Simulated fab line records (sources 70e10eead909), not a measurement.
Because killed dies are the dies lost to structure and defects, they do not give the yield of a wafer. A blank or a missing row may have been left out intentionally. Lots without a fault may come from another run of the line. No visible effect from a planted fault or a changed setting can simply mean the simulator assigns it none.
Matching of chambers / flow nandHarc / NHARC_A_CONTACT_DESCUM_47 on rieDiel-03 has 4 sister chambers
The step chemistry O2, time 3 s. 4 wafers are shown with their chamber, then 7 later ones without.

== EACH WAFER AND ITS CHAMBER ==
wafer=L646.6; chamber=3; showerheadPlenumPTorr (Torr)=1.89
wafer=L649.6; chamber=2; showerheadPlenumPTorr (Torr)=1.78
wafer=L652.1; chamber=1; showerheadPlenumPTorr (Torr)=2.00
wafer=L652.2; chamber=0; showerheadPlenumPTorr (Torr)=1.89

== WAFERS WHOSE CHAMBER IS MISSING ==
wafer=L652.6; showerheadPlenumPTorr (Torr)=1.89
wafer=L651.1; showerheadPlenumPTorr (Torr)=1.89
wafer=L651.2; showerheadPlenumPTorr (Torr)=1.78
wafer=L651.4; showerheadPlenumPTorr (Torr)=1.89
wafer=L653.1; showerheadPlenumPTorr (Torr)=1.88
wafer=L653.2; showerheadPlenumPTorr (Torr)=1.89
wafer=L653.5; showerheadPlenumPTorr (Torr)=1.88

== THE CHAMBER EACH PASSED THROUGH ==
wafer=L652.6; from the rows above=can't be placed: 0 or 3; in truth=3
wafer=L651.1; from the rows above=can't be placed: 0 or 3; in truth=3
wafer=L651.2; from the rows above=2; in truth=2
wafer=L651.4; from the rows above=can't be placed: 0 or 3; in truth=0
wafer=L653.1; from the rows above=can't be placed: 0 or 3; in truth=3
wafer=L653.2; from the rows above=can't be placed: 0 or 3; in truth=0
wafer=L653.5; from the rows above=can't be placed: 0 or 3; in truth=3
Correct placement for 1 of the 7. Can't be placed from these rows: 6 (the true chamber is among the candidates in 6). Placed wrongly: 0.
How it was worked out, from the rows above alone: a wafer's distance from a chamber is the root of the sum, over the readings, of the square of ((its reading less the chamber's mean) divided by the reading's scatter). If the next closest chamber is less than 2 further off than the closest, the wafer can't be placed; otherwise it belongs to the closest. The mean given for a chamber averages the wafers shown for that chamber. The scatter: root of mean squared gap, hidden wafer to nearest shown wafer, with one shown wafer a chamber.
